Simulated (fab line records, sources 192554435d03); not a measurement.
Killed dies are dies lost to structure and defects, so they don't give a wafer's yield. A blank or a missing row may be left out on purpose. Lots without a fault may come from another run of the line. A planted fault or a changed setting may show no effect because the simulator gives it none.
Chamber matching | flow n5_finfet | N5_BEOL_M11_CURE_72 on uv_cure-02: 3 sister chambers
The step cures SiCOH lowk, time 120 s. 3 wafers are shown with their chamber, then 7 later ones without.

WAFERS WITH THEIR CHAMBER
wafer  | chamber | wafer_temp_C_max
L361.5 | 2       | 372.5
L371.5 | 0       | 371.4
L374.4 | 1       | 371.7

WAFERS WITHOUT THEIR CHAMBER
wafer  | wafer_temp_C_max
L374.5 | 372.1
L375.1 | 372.2
L375.4 | 371.7
L375.6 | 371.6
L378.1 | 372.5
L378.4 | 371.9
L378.5 | 372.0

WHICH CHAMBER EACH WENT THROUGH
wafer  | from the rows above          | in truth
L374.5 | can't be placed: 2 or 1 or 0 | 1
L375.1 | can't be placed: 2 or 1      | 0
L375.4 | can't be placed: 1 or 0      | 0
L375.6 | can't be placed: 1 or 0      | 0
L378.1 | 2                            | 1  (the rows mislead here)
L378.4 | can't be placed: 1 or 0 or 2 | 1
L378.5 | can't be placed: 1 or 2 or 0 | 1
Placed correctly: 0 of 7. Can't be placed from these rows: 6 (the true chamber is among the candidates in 5). Placed wrongly: 1.
How it was worked out, from the rows above alone: a wafer's distance from a chamber is the root of the sum, over the readings, of the square of ((its reading less the chamber's mean) divided by the reading's scatter). The wafer belongs to the nearest chamber; if the next one is less than 2 further off, it can't be placed. A chamber's mean is the mean of its shown wafers. The scatter: with one shown wafer a chamber, the root of the mean of the squares of how far each hidden wafer lies from its nearest shown one.
